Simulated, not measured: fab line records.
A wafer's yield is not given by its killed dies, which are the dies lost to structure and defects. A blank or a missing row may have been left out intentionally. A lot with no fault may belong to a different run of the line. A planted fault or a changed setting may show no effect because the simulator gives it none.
Split-lot study | flow n5 finfet | route with 1938 steps; 7 lots, 39 wafers read

## ON THE SPLIT
At N5_SD_EPI_P_ETCH_36 (etches SiARC in CF4, target depth 45.5 nm, time 75.8 s), the setting bias w was moved away from the recipe's 36 W on 15 of the 39 wafers read, by -15.8% to +17.5%. For the rest of the wafers, this setting stayed at what the recipe calls for.

The split's own step is where the reading is taken.

## THE READING
rf vpp V, in V, at N5_SD_EPI_P_ETCH_36 (etches SiARC in CF4, target depth 45.5 nm, time 75.8 s). Fault-free wafers of this fab line usually give 184.0 V, standard deviation 1.2 V.

wafer  | tool, chamber at the split | bias w as run, W | against the recipe | rf vpp V, V | against lot-mates on the recipe
L076.1 | rie diel-01, 0             | 36               | recipe             | 184.2       | -
L076.2 | rie diel-01, 2             | 42.29            | +17.5%             | 202.5       | +19.0
L076.3 | rie diel-01, 1             | 36               | recipe             | 185.1       | -
L076.4 | rie diel-01, 3             | 36               | recipe             | 181.3       | -
L076.5 | rie diel-01, 2             | 42.29            | +17.5%             | 203.2       | +19.7
L076.6 | rie diel-01, 3             | 42.29            | +17.5%             | 202.9       | +19.4
L081.1 | rie diel-02, 3             | 36               | recipe             | 183.8       | -
L081.2 | rie diel-02, 0             | 30.33            | -15.8%             | 165.9       | -18.3
L081.3 | rie diel-02, 1             | 30.33            | -15.8%             | 167.4       | -16.8
L081.4 | rie diel-02, 2             | 36               | recipe             | 183.7       | -
L081.5 | rie diel-02, 1             | 36               | recipe             | 185.0       | -
L081.6 | rie diel-02, 0             | 30.33            | -15.8%             | 163.8       | -20.4
L082.1 | rie diel-06, 1             | 36               | recipe             | 183.4       | -
L082.2 | rie diel-06, 3             | 38.87            | +8.0%              | 192.5       | +9.3
L082.3 | rie diel-06, 0             | 38.87            | +8.0%              | 194.7       | +11.5
L082.4 | rie diel-06, 2             | 36               | recipe             | 183.7       | -
L082.5 | rie diel-06, 2             | 36               | recipe             | 182.6       | -
L082.6 | rie diel-06, 1             | 38.87            | +8.0%              | 193.2       | +10.0
L087.1 | rie diel-01, 1             | 33.68            | -6.4%              | 177.5       | -5.7
L087.2 | rie diel-01, 2             | 33.68            | -6.4%              | 174.7       | -8.5
L087.3 | rie diel-01, 3             | 33.68            | -6.4%              | 175.7       | -7.5
L087.4 | rie diel-01, 0             | 36               | recipe             | 184.2       | -
L087.5 | rie diel-01, 0             | 36               | recipe             | 183.8       | -
L087.6 | rie diel-01, 3             | 36               | recipe             | 181.7       | -
L091.1 | rie diel-06, 3             | 39.22            | +8.9%              | 193.8       | +9.4
L091.2 | rie diel-06, 0             | 39.22            | +8.9%              | 194.6       | +10.2
L091.3 | rie diel-06, 1             | 36               | recipe             | 185.3       | -
L091.4 | rie diel-06, 1             | 39.22            | +8.9%              | 192.9       | +8.5
L091.5 | rie diel-06, 0             | 36               | recipe             | 184.7       | -
L091.6 | rie diel-06, 3             | 36               | recipe             | 183.3       | -
L094.1 | rie diel-02, 0             | 36               | recipe             | 184.8       | -
L094.3 | rie diel-02, 2             | 36               | recipe             | 184.5       | -
L094.5 | rie diel-02, 1             | 36               | recipe             | 185.3       | -
L095.1 | rie diel-02, 3             | 36               | recipe             | 183.1       | -
L095.2 | rie diel-02, 0             | 36               | recipe             | 184.8       | -
L095.3 | rie diel-02, 2             | 36               | recipe             | 182.4       | -
L095.4 | rie diel-02, 3             | 36               | recipe             | 182.2       | -
L095.5 | rie diel-02, 2             | 36               | recipe             | 184.8       | -
L095.6 | rie diel-02, 0             | 36               | recipe             | 185.6       | -

THE FIT
A straight line over all 39 wafers: rf vpp V changes by +1.13 V for each +1% of bias w; r = +0.99; the points scatter about the line by 1.2 V.
The same after taking each lot's own level away (the mean of its wafers on the recipe; 39 wafers): +1.14 V for each +1%; r = +0.99; scatter 1.1 V.
Per that fit: largest bias w move, reading shift of 20 V.
Across the lots, their own levels run from 183.23 to 184.87 V, a range of 1.4 times the standard deviation given above.
Consequently the slope shifts little with the lot-to-lot level, the two slopes agreeing.
Check: +20 V against its lot-mates is what the line predicts for one of the wafers moved furthest among these (+17.5%) when that wafer is left out of the fit. Against them it came out at +19 V.
Tool readings at the split's step, against how far the setting was moved: rf vpp V r = +0.99.

## THESE WAFERS: OTHER SPLITS
Other splits were also applied to these wafers ahead of the reading. Each is held against what the fit with the lots' levels taken away leaves over:
other split on the same wafers  | wafers away from the commonest value | r with rf vpp V (lot level and that fit taken away)
N5_DUMMY_GATE_EXPOSE_12 dose mj | 12                                   | +0.16
N5_DUMMY_GATE_ETCH_32 time s    | 12                                   | -0.06
N5_SD_EPI_N_EPI_21 time s       | 15                                   | -0.03

## FILE'S OWN FIT
rf vpp V changes by +1.14 V for each +1% of bias w, r = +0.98.
